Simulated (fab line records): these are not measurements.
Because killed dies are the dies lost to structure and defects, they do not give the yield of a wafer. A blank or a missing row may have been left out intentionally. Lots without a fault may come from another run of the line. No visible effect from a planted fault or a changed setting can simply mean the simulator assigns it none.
Matching of chambers -- flow n5_finfet -- 4 sister chambers for N5_MOL_CONTACT_COAG_ETCH_110 on rie_diel-06
The step etches Si in CF4/O2, target depth 2.5 nm, time 8 s. 4 wafers are shown with their chamber, then 8 later ones without.

## WAFERS PAIRED WITH THEIR CHAMBERS
wafer,chamber,throttle_valve_pct (%)
L092.2,1,10.98
L093.1,0,10.65
L093.2,3,11.05
L094.2,2,10.52

## WAFERS MISSING THEIR CHAMBER
wafer,throttle_valve_pct (%)
L094.3,10.97
L094.5,10.50
L095.1,11.01
L095.3,10.65
L095.6,11.07
L096.2,10.69
L096.3,11.01
L096.6,11.01

## THE CHAMBER EACH PASSED THROUGH
wafer,from the rows above,in truth
L094.3,1,1
L094.5,2,2
L095.1,can't be placed: 1 or 3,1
L095.3,0,0
L095.6,3,3
L096.2,0,0
L096.3,can't be placed: 1 or 3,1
L096.6,can't be placed: 1 or 3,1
5 of 8 placed correctly. These rows do not allow placing 3 (true chamber among the candidates in 3). Placed wrongly: 0.
How it was worked out, from the rows above alone: a wafer's distance from a chamber is the root of the sum, over the readings, of the square of ((its reading less the chamber's mean) divided by the reading's scatter). If the next closest chamber is less than 2 further off than the closest, the wafer can't be placed; otherwise it belongs to the closest. A chamber's mean is the mean of its shown wafers. The scatter (one wafer shown for each chamber): square how far every hidden wafer sits from the nearest shown wafer, average those squares and take the square root.
